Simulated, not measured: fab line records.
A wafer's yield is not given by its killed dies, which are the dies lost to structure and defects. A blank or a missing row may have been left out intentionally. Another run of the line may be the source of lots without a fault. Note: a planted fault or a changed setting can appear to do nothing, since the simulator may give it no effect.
Chamber matching | flow n5 finfet | N5_BEOL_M9_ETCH_66 on rie diel-03 has 4 sister chambers
The step etches SOC in N2/H2, target depth 80 nm, overetch 16 nm, time 120 s. 4 wafers are shown with their chamber, then 7 later ones without.

## WAFERS PAIRED WITH THEIR CHAMBERS
wafer  | chamber | showerhead plenum p Torr (Torr)
L945.6 | 0       | 2.56
L950.6 | 1       | 2.54
L955.1 | 3       | 2.50
L955.2 | 2       | 2.59

## WAFERS WITH NO CHAMBER GIVEN
wafer  | showerhead plenum p Torr (Torr)
L955.3 | 2.53
L956.1 | 2.50
L956.2 | 2.55
L956.4 | 2.53
L958.1 | 2.58
L958.4 | 2.55
L958.6 | 2.58

## WHICH CHAMBER EACH ONE RAN IN
wafer  | from the rows above     | in truth
L955.3 | 1                       | 1
L956.1 | 3                       | 3
L956.2 | can't be placed: 1 or 0 | 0
L956.4 | 1                       | 1
L958.1 | can't be placed: 2 or 0 | 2
L958.4 | can't be placed: 1 or 0 | 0
L958.6 | can't be placed: 2 or 0 | 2
Placed correctly: 3 of 7. Unplaceable from these rows: 4, with the true chamber sitting among the candidates in 4. Placed wrongly: 0.
How it was worked out, from the rows above alone: a wafer's distance from a chamber is the root of the sum, over the readings, of the square of ((its reading less the chamber's mean) divided by the reading's scatter). If the next closest chamber is less than 2 further off than the closest, the wafer can't be placed; otherwise it belongs to the closest. A chamber's mean is the mean of its shown wafers. The scatter (one wafer shown for each chamber): square how far every hidden wafer sits from the nearest shown wafer, average those squares and take the square root.
